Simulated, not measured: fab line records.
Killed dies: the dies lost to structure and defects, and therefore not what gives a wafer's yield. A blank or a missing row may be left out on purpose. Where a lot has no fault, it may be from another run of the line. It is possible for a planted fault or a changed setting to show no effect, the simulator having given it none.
Which tool was responsible?    flow n5_finfet    Sampling: 11 lots, 31 wafers, 4 of 1938 route steps

WHAT THE GAUGES SHOWED, per wafer
N5_BEOL_M6_THK_MEAS_01.
lot   measured      on             M6_ILD_THK (nm)
L170  day 9 23:40   film_metro-02  153.5 156.1 156.0
L169  day 10 00:31  film_metro-01  153.2 153.0 154.0
L172  day 10 12:05  film_metro-02  154.3 154.6 154.1
L177  day 11 15:28  film_metro-01  152.9 162.6
L180  day 12 04:39  film_metro-01  156.0 154.5 155.9
L179  day 12 08:43  film_metro-02  156.0 164.9
L184  day 13 15:58  film_metro-01  155.3 156.0 156.5
L188  day 14 01:50  film_metro-02  154.3 158.7 159.8
L187  day 14 06:42  film_metro-02  157.8 155.6 158.4
L189  day 14 19:47  film_metro-01  153.8 155.0 158.0
L191  day 14 20:01  film_metro-01  154.4 154.8 157.0

TOOL THAT RAN EACH LOT (tool first, then ch and the chambers of the sampled wafers, then the start)
lot   N5_BEOL_M5_SPUTTER_88         N5_BEOL_M5_CO_CAP_78              N5_BEOL_M6_ILD_DEP_00
L170  pvd_sputter-03, day 9 20:27   cvd_co-01 ch 0,1, day 9 22:47     pecvd-04 ch 1,2, day 9 23:04
L169  pvd_sputter-01, day 9 21:09   cvd_co-01 ch 0,1,2, day 9 23:10   pecvd-01 ch 1,2, day 9 23:27
L172  pvd_sputter-01, day 10 09:13  cvd_co-01 ch 1,2, day 10 11:10    pecvd-03 ch 1, day 10 11:26
L177  pvd_sputter-03, day 11 12:39  cvd_co-01 ch 0,2, day 11 14:37    pecvd-03 ch 0,2, day 11 14:54
L180  pvd_sputter-02, day 12 00:55  cvd_co-02 ch 0,1,2, day 12 03:23  pecvd-01 ch 0,1,2, day 12 03:37
L179  pvd_sputter-03, day 12 05:27  cvd_co-01 ch 1, day 12 07:25      pecvd-03 ch 1,2, day 12 07:39
L184  pvd_sputter-02, day 13 10:23  cvd_co-01 ch 0,1,2, day 13 15:06  pecvd-01 ch 1,2, day 13 15:23
L188  pvd_sputter-02, day 13 21:10  cvd_co-01 ch 1,2, day 14 00:30    pecvd-04 ch 0,1, day 14 00:46
L187  pvd_sputter-01, day 14 00:50  cvd_co-01 ch 0,2, day 14 05:53    pecvd-04 ch 0,1,2, day 14 06:07
L189  pvd_sputter-01, day 14 17:01  cvd_co-01 ch 0,2, day 14 18:58    pecvd-01 ch 1,2, day 14 19:13
L191  pvd_sputter-03, day 14 17:12  cvd_co-02 ch 0,1,2, day 14 19:12  pecvd-04 ch 1,2, day 14 19:26
- N5_BEOL_M5_SPUTTER_88: material Cu, target thk 15 nm, time 27.62 s.
- N5_BEOL_M5_CO_CAP_78: material Co, precursor CCTBA/H2, target thk 2 nm, time 102.1 s.
- N5_BEOL_M6_ILD_DEP_00: deposits SiCOH lowk from DEMS/porogen, target thk 179.75 nm, time 33.4 s.

WHAT THE TOOLS THEMSELVES READ (means of the sampled wafers that have a number; where no wafer has one, the mark that the record gives instead)
N5_BEOL_M5_SPUTTER_88.
lot   tool            throttle_valve_pct (%)
L170  pvd_sputter-03  31.5
L169  pvd_sputter-01  29.6
L172  pvd_sputter-01  29.4
L177  pvd_sputter-03  30.8
L180  pvd_sputter-02  31.2
L179  pvd_sputter-03  31.7
L184  pvd_sputter-02  30.6
L188  pvd_sputter-02  30.1
L187  pvd_sputter-01  28.7
L189  pvd_sputter-01  30.3
L191  pvd_sputter-03  31.1

N5_BEOL_M5_CO_CAP_78.
lot   tool       heater_power_w (W)
L170  cvd_co-01  252
L169  cvd_co-01  260
L172  cvd_co-01  275
L177  cvd_co-01  254
L180  cvd_co-02  227
L179  cvd_co-01  276
L184  cvd_co-01  256
L188  cvd_co-01  274
L187  cvd_co-01  256
L189  cvd_co-01  261
L191  cvd_co-02  228

N5_BEOL_M6_ILD_DEP_00.
lot   tool      heater_power_w (W)  showerhead_plenum_p_Torr (Torr)  throttle_valve_pct (%)
L170  pecvd-04  282                 5.752                            13.8
L169  pecvd-01  333                 5.756                            13.2
L172  pecvd-03  324                 5.742                            13.9
L177  pecvd-03  268                 5.737                            13.7
L180  pecvd-01  319                 5.751                            13.8
L179  pecvd-03  297                 5.742                            13.5
L184  pecvd-01  321                 5.750                            13.6
L188  pecvd-04  257                 5.748                            14.0
L187  pecvd-04  263                 5.739                            13.8
L189  pecvd-01  313                 5.754                            13.6
L191  pecvd-04  268                 5.760                            13.7

THE ANSWER, worked out from the rows above alone
Rule: what is usual is taken from the lots themselves. The widest of any qualifying gaps counts: lots, ordered by their means at a reading, are off when they make up no more than a third of the lots, leave a main group of 4 or more, and stand apart from it by 3 or more times the standard deviation of that group's means. The tables above print the reading to a certain number of digits; a main group whose means all agree to those digits is not used. Also off: a lot with no number at a reading for which 4 or more lots have one. Any other lot the step has rows for is counted as sound. Order of review: gauges by route order, followed by the tools' own readings, for which a lot's mean as printed above is used. The first step at which some lot is off is used, and at that step the reading that is off furthest; a lot without a number counts as furthest.
Across all readings shown, no lot is off: no conclusion can be drawn from this.

WHAT THE SIMULATOR HAD PUT IN
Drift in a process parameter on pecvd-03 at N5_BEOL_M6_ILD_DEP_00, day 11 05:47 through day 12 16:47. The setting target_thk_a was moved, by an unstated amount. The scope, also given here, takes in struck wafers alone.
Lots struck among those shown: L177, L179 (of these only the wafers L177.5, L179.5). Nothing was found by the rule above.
